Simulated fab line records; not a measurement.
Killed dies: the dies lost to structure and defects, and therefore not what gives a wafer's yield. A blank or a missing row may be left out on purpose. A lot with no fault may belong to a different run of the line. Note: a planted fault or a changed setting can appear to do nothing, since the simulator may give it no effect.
The tool behind it: which one? + flow n5Finfet + 6 lots with 18 wafers sampled at 3 steps, on a route of 1938 steps

WHAT THE GAUGES READ, wafer by wafer
N5_PASSIVATION_OVL_MEAS_60.
| lot  | measured     | on         | TV_OVL (nm) |
|------|--------------|------------|-------------|
| L604 | day 12 17:34 | overlay-02 | 5 5 8       |
| L608 | day 13 02:35 | overlay-02 | 11 6 8      |
| L612 | day 14 07:03 | overlay-02 | -8 -8 -9    |
| L614 | day 14 15:05 | overlay-01 | -1 -5 2     |
| L616 | day 15 12:25 | overlay-01 | 2 6 4       |
| L626 | day 18 05:55 | overlay-01 | -1 -2 8     |

EACH LOT AND THE TOOL THAT RAN IT (in order: tool; ch and the chambers of the sampled wafers; start)
| lot  | N5_BEOL_M4_ECD_50             | N5_MIM_BOT_ETCH_ETCH_00          |
|------|-------------------------------|----------------------------------|
| L604 | ecdCu-02 ch 0,1, day 8 12:13  | rieMetal-01 ch 0,1, day 12 14:13 |
| L608 | ecdCu-02 ch 0,1, day 9 05:59  | rieMetal-01 ch 0,1, day 13 01:31 |
| L612 | ecdCu-01 ch 0,1, day 9 22:36  | rieMetal-02 ch 0,1, day 14 05:23 |
| L614 | ecdCu-01 ch 0,1, day 10 21:45 | rieMetal-03 ch 0,1, day 14 13:07 |
| L616 | ecdCu-02 ch 0,1, day 11 15:07 | rieMetal-01 ch 0,1, day 15 10:28 |
| L626 | ecdCu-02 ch 0, day 13 22:45   | rieMetal-02 ch 1, day 18 04:29   |
- N5_BEOL_M4_ECD_50: material Cu, target thk 300 nm.
- N5_MIM_BOT_ETCH_ETCH_00: etches TiN in Cl2/BCl3, target depth 45.5 nm.

THE ANSWER, worked out from the rows above alone
Rule: the usual values come from the lots themselves. Put in order of their means at a reading, lots are off if they are a third of the lots or fewer, leave a main group of 4 or more, and stand apart from it by a gap of 3 or more times the standard deviation of the main group's means; of several such gaps the widest counts. Not used: any main group whose means are identical at the precision the tables above print for the reading. Also off: a lot with no number at a reading for which 4 or more lots have one. The other lots that the step has rows for count as sound.
Nothing can be told from this: no lot is off at any reading shown.

WHAT THE SIMULATOR HAD INSERTED
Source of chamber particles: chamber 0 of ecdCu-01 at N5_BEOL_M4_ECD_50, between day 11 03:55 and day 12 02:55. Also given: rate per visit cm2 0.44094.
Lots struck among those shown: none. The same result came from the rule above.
